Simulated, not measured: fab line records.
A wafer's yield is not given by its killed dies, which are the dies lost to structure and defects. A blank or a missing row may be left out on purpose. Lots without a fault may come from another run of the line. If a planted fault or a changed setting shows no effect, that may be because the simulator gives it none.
fab line records	flow nandHarc
record: lots: 14	wafers: 42	lastDay: 25
route steps=1159 shown P_M1@301 P_M2@325
lots untouched by any fault: they come from a run of this same line in which no faults occurred
startH: the number of hours between the record's first day and the start of the first shown wafer of the lot	waitH: how many hours have passed since the lot's step before this one	" identical to the entry in the row above	L1.1+2: a single row standing in for several wafers	- no value, or no start given	* or withheld: withheld	< > ~ a bound
route shown NAME@n: names a module that has steps shown in the file, with the first one's number in the route	usual: mean/standard deviation of fault-free wafers	same: alike in all rows	chamber/n: place in a boat	sites: each site's reading	_std_site: standard deviation across them	_edge_site: mean of outer sites minus mean of inner sites	radiusMm: how far each site lies from the wafer's centre	mask NAME#n: copy n	behind: the most recent tool/chamber to have shaped the wafer	hold: why the lot was held/for how many hours/how that ended	device: the transistor (n, p or np) that didn't switch	end of line: the tests these same wafers got at the end of their route	where a step has no rows: the recipe by itself	killed: dies that structure and defects cost at the first sort, which is not the same as the wafer's yield	map: the dies of a wafer, with x for killed, . for not killed, _ for no die there
set.NAME: setting as actually run; set.NAME@STEP: the setting as run at that earlier step	model.NAME: the simulator's own value behind a step, which no gauge read
one table for each step of the route and one row for each wafer, over a sample of lots
services: the hour from which a tool's chamber was out of use, counted from the record's first day as startH (under 0 if before that day), plus the number of hours and why
== steps ==
step: NHARC_P_M1_CD_MEAS_16
usual: cdNm: 130.0/0.81
lot.wafer	tool	chamber	startH	waitH	cdNm
L594.1	cdSem-03	-	129.05	-	130.0
L594.2	"	-	"	"	128.9
L594.3	"	-	"	"	129.1
L593.1	cdSem-03	-	129.70	-	128.8
L593.2	"	-	"	"	128.7
L593.3	"	-	"	"	128.3
L595.1	cdSem-01	-	137.96	-	130.7
L595.4	"	-	"	"	129.7
L595.6	"	-	"	"	130.2
L600.2	cdSem-03	-	166.45	-	131.5
L600.3	"	-	"	"	130.8
L600.4	"	-	"	"	130.5
L599.1	cdSem-03	-	167.03	-	129.8
L599.3	"	-	"	"	130.3
L599.4	"	-	"	"	130.9
L602.1	cdSem-03	-	175.21	-	129.4
L602.3	"	-	"	"	130.0
L602.4	"	-	"	"	130.8
L604.1	cdSem-03	-	196.00	-	130.8
L604.3	"	-	"	"	130.5
L604.4	"	-	"	"	130.0
L608.3	cdSem-01	-	198.23	-	130.0
L608.5	"	-	"	"	131.5
L608.6	"	-	"	"	130.5
L607.1	cdSem-01	-	206.75	-	130.7
L607.2	"	-	"	"	129.2
L607.4	"	-	"	"	130.8
L612.2	cdSem-01	-	233.49	-	130.5
L612.3	"	-	"	"	130.7
L612.6	"	-	"	"	130.5
L613.2	cdSem-03	-	235.46	-	131.0
L613.3	"	-	"	"	130.5
L613.5	"	-	"	"	130.6
L614.1	cdSem-01	-	244.47	-	130.8
L614.2	"	-	"	"	131.1
L614.4	"	-	"	"	130.2
L615.4	cdSem-03	-	250.76	-	128.4
L615.5	"	-	"	"	130.4
L615.6	"	-	"	"	128.3
L616.1	cdSem-01	-	257.83	-	128.8
L616.2	"	-	"	"	128.2
L616.5	"	-	"	"	129.1
step: NHARC_P_M1_DEGAS_29
recipe: tempC: 250	timeS: 60
usual: heaterPowerW: 322/28
lot.wafer	tool	chamber	startH	waitH	heaterPowerW
L594.3	pvdSputter-01	-	129.77	-	314
L594.2	"	-	"	"	312
L594.1	"	-	"	"	335
L593.3	pvdSputter-02	-	130.41	-	288
L593.1	"	-	"	"	268
L593.2	"	-	"	"	340
L595.4	pvdSputter-02	-	138.70	-	334
L595.1	"	-	"	"	292
L595.6	"	-	"	"	365
L600.4	pvdSputter-02	-	167.18	-	356
L600.3	"	-	"	"	334
L600.2	"	-	"	"	297
L599.1	pvdSputter-03	-	167.74	-	330
L599.3	"	-	"	"	314
L599.4	"	-	"	"	344
L602.3	pvdSputter-02	-	175.92	-	356
L602.4	"	-	"	"	350
L602.1	"	-	"	"	280
L604.1	pvdSputter-01	-	196.79	-	309
L604.4	"	-	"	"	348
L604.3	"	-	"	"	319
L608.3	pvdSputter-02	-	198.94	-	271
L608.5	"	-	"	"	288
L608.6	"	-	"	"	268
L607.1	pvdSputter-02	-	207.96	-	343
L607.2	"	-	"	"	285
L607.4	"	-	"	"	272
L612.3	pvdSputter-03	-	234.23	-	342
L612.2	"	-	"	"	342
L612.6	"	-	"	"	357
L613.2	pvdSputter-02	-	236.20	-	321
L613.3	"	-	"	"	272
L613.5	"	-	"	"	319
L614.1	pvdSputter-02	-	245.19	-	330
L614.2	"	-	"	"	325
L614.4	"	-	"	"	290
L615.4	pvdSputter-02	-	251.49	-	328
L615.5	"	-	"	"	287
L615.6	"	-	"	"	280
L616.2	pvdSputter-03	-	258.57	-	329
L616.1	"	-	"	"	344
L616.5	"	-	"	"	367
step: NHARC_P_M2_EXPOSE_06
recipe: na: 1.35	targetCdNm: 170	doseMj: 80.78	maskId: P_M2
usual: exposureDoseMJCm2: 80.73/0.072	focusOffsetNm: 0.1/0.49
lot.wafer	tool	chamber	startH	waitH	mask	exposureDoseMJCm2	focusOffsetNm
L594.1	arfiScanner-03	0	132.80	-	P_M2#0	80.68	-0.7
L594.2	"	0	"	"	P_M2#0	80.66	-0.7
L594.3	"	0	"	"	P_M2#0	80.65	-0.8
L593.1	arfiScanner-01	0	133.37	-	P_M2#0	80.78	0.8
L593.2	"	0	"	"	P_M2#0	80.77	0.4
L593.3	"	0	"	"	P_M2#0	80.83	1.3
L595.1	arfiScanner-01	0	141.50	-	P_M2#0	80.66	0.4
L595.4	"	0	"	"	P_M2#0	80.84	0.0
L595.6	"	0	"	"	P_M2#0	80.76	0.2
L600.2	arfiScanner-03	0	169.89	-	P_M2#0	80.77	-0.3
L600.3	"	0	"	"	P_M2#0	80.74	0.7
L600.4	"	0	"	"	P_M2#0	80.65	0.2
L599.1	arfiScanner-03	0	170.44	-	P_M2#0	80.69	0.6
L599.3	"	0	"	"	P_M2#0	80.67	-0.7
L599.4	"	0	"	"	P_M2#0	80.75	0.2
L602.1	arfiScanner-01	0	178.73	-	P_M2#0	80.86	0.8
L602.3	"	0	"	"	P_M2#0	80.65	0.1
L602.4	"	0	"	"	P_M2#0	80.76	1.5
L604.1	arfiScanner-02	-	199.58	-	P_M2#0	-	-
L604.3	"	-	"	"	P_M2#0	-	-
L604.4	"	-	"	"	P_M2#0	-	-
L608.3	arfiScanner-01	-	201.75	-	P_M2#0	-	-
L608.5	"	-	"	"	P_M2#0	-	-
L608.6	"	-	"	"	P_M2#0	-	-
L607.1	arfiScanner-02	0	210.76	-	P_M2#0	80.57	0.1
L607.2	"	0	"	"	P_M2#0	80.53	-0.4
L607.4	"	0	"	"	P_M2#0	80.72	0.1
L612.2	arfiScanner-02	0	237.09	-	P_M2#0	80.67	0.5
L612.3	"	0	"	"	P_M2#0	80.67	0.3
L612.6	"	0	"	"	P_M2#0	80.70	0.9
L613.2	arfiScanner-02	0	238.90	-	P_M2#0	80.75	0.8
L613.3	"	0	"	"	P_M2#0	80.69	-0.5
L613.5	"	0	"	"	P_M2#0	80.80	0.3
L614.1	arfiScanner-02	0	249.76	-	P_M2#0	80.64	0.5
L614.2	"	0	"	"	P_M2#0	80.65	0.9
L614.4	"	0	"	"	P_M2#0	80.79	0.6
L615.4	arfiScanner-01	0	254.27	-	P_M2#0	80.73	0.0
L615.5	"	0	"	"	P_M2#0	80.67	0.1
L615.6	"	0	"	"	P_M2#0	80.79	-0.1
L616.1	arfiScanner-03	0	261.64	-	P_M2#0	80.63	-0.4
L616.2	"	0	"	"	P_M2#0	80.68	-0.5
L616.5	"	0	"	"	P_M2#0	80.68	-0.1
step: NHARC_P_M2_DESCUM_14
recipe: timeS: 3	o2FlowSccm: 200	arFlowSccm: 0	biasPowerW: 0	chemistry: O2
usual: drypumpMotorCurrentA: 5.6/0.47	oesProductAu: 0.996/0.0082	rfVppV: 57.7/0.99	showerheadPlenumPTorr: 1.87/0.09	throttleValvePct: 11.311/0.0091
lot.wafer	tool	chamber	startH	waitH	drypumpMotorCurrentA	oesProductAu	rfHoursCounterH	rfVppV	showerheadPlenumPTorr	throttleValvePct
L594.2	rieDiel-06	2	133.12	0.1	6.0	0.995	2	56.9	1.79	11.321
L594.1	"	0	"	"	5.4	1.002	2	58.6	1.92	11.307
L594.3	"	1	"	"	4.8	0.993	2	56.6	1.79	11.323
L593.2	rieDiel-06	1	133.70	0.1	4.8	0.992	2	57.2	1.79	11.310
L593.1	"	2	"	"	6.0	0.984	2	54.9	1.79	11.320
L593.3	"	3	"	"	5.7	0.999	2	59.1	1.98	11.317
L595.4	rieDiel-06	0	141.83	0.1	5.4	1.009	3	58.3	1.91	11.297
L595.1	"	1	"	"	4.8	0.990	2	57.5	1.79	11.315
L595.6	"	3	"	"	5.7	0.995	-	58.7	1.98	11.306
L600.4	rieDiel-06	2	170.21	0.1	6.0	1.005	3	57.0	1.79	11.301
L600.2	"	3	"	"	5.8	0.995	3	60.4	1.98	11.324
L600.3	"	0	"	"	5.5	0.989	4	58.4	1.91	11.317
L599.1	rieDiel-03	0	170.98	0.3	5.6	0.996	24	59.3	1.93	11.304
L599.4	"	1	"	"	6.3	0.994	19	55.8	1.79	11.328
L599.3	"	2	"	"	5.7	1.000	24	57.8	2.04	11.306
L602.3	rieDiel-06	0	179.06	0.1	5.5	0.999	4	57.2	1.91	11.323
L602.1	"	2	"	"	6.1	0.984	4	57.4	1.79	11.312
L602.4	"	3	"	"	5.8	0.995	4	56.4	1.98	11.328
L604.4	rieDiel-06	0	199.91	0.1	5.4	0.999	5	56.7	1.91	11.302
L604.3	"	1	"	"	4.8	0.985	5	57.0	1.79	11.298
L604.1	"	2	"	"	6.1	0.990	5	57.5	1.79	11.304
L608.3	rieDiel-06	1	202.07	0.1	4.8	0.992	5	58.0	1.79	11.321
L608.6	"	1	"	"	4.8	0.988	-	56.0	1.79	11.305
L608.5	"	2	"	"	6.0	0.987	-	57.5	1.79	11.302
L607.2	rieDiel-05	3	211.09	0.1	5.3	0.987	13	58.0	1.97	11.304
L607.4	"	0	"	"	6.3	1.004	15	59.1	1.93	11.308
L607.1	"	2	"	"	5.6	0.985	14	58.3	1.97	11.298
L612.3	rieDiel-03	3	237.41	0.1	5.2	1.011	1	56.9	1.77	11.311
L612.2	"	0	"	"	5.6	0.996	1	57.2	1.92	11.313
L612.6	"	0	"	"	5.6	0.996	-	57.6	1.92	11.312
L613.3	rieDiel-03	1	239.22	0.1	6.4	1.006	1	56.9	1.79	11.309
L613.2	"	3	"	"	5.3	1.014	1	57.8	1.77	11.315
L613.5	"	1	"	"	6.4	1.001	-	57.0	1.79	11.309
L614.1	rieDiel-05	1	250.10	0.1	5.6	0.999	29	56.6	1.83	11.309
L614.2	"	2	"	"	5.7	0.985	23	57.9	1.96	11.311
L614.4	"	0	"	"	6.3	1.008	-	57.3	1.92	11.301
L615.4	rieDiel-06	3	254.61	0.1	5.7	1.020	0	57.9	1.98	11.301
L615.5	"	0	"	"	5.5	1.003	-	57.9	1.91	11.301
L615.6	"	1	"	"	4.8	0.991	-	58.4	1.79	11.313
L616.1	rieDiel-06	3	261.98	0.1	5.7	1.012	0	57.6	1.98	11.306
L616.2	"	0	"	"	5.5	1.004	0	59.7	1.91	11.322
L616.5	"	1	"	"	4.8	0.984	-	56.8	1.79	11.324
== services ==
tool	chamber	startH	hours	kind
pvdSputter-01	-	115.81	1.2	repair
arfiScanner-03	-	120.80	0.9	repair
rieDiel-06	0	122.20	-	clean
arfiScanner-02	-	129.37	4.0	pm
rieDiel-03	2	130.39	2.0	repair
rieDiel-05	2	134.26	2.8	repair
arfiScanner-03	-	140.00	4.0	pm
rieDiel-05	2	142.12	15.8	repair
rieDiel-05	-	149.34	1.9	repair
pvdSputter-03	-	152.33	5.0	repair
pvdSputter-01	-	158.00	10.0	pm
rieDiel-05	-	163.61	9.0	pm
arfiScanner-01	-	196.00	4.0	pm
arfiScanner-03	-	201.08	2.6	repair
arfiScanner-01	-	211.15	0.7	repair
pvdSputter-02	-	214.02	10.0	pm
rieDiel-05	3	215.20	4.7	repair
rieDiel-03	-	215.30	9.0	pm
pvdSputter-01	-	217.17	1.9	repair
pvdSputter-01	-	227.25	0.9	repair
arfiScanner-03	-	237.11	0.8	repair
rieDiel-06	-	241.20	9.0	pm
arfiScanner-01	-	242.55	1.0	repair
rieDiel-05	3	249.08	2.5	repair
== key ==
firstSign: step: NHARC_P_M2_EXPOSE_06	reading: toolRecord	direction: missing
effect none on later readings
metAt NHARC_P_M2_EXPOSE_06
struckLots L604,L608
laterRowsLeftOut L604.1,L604.3,L604.4,L608.3,L608.5,L608.6
sortLeftOut L604.1,L604.3,L604.4,L608.3,L608.5,L608.6
notActingAt NHARC_P_M1_CD_MEAS_16,NHARC_P_M1_DEGAS_29,NHARC_P_M2_DESCUM_14
onsetBetween 178.73 199.58
fault: kind: skippedStepWhole	tool: arfiScanner-01,arfiScanner-02	chamber: -	onsetH: 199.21	steps: NHARC_P_M2_EXPOSE_06	scope: struckLotsOnly
sortLeftOut: the simulated sort isn't trusted on such a fault, so these wafers' sort isn't shown, and their yield isn't known
laterRowsLeftOut: the simulator's readings of these wafers behind a module that went badly wrong aren't trusted and aren't shown, but for the sort
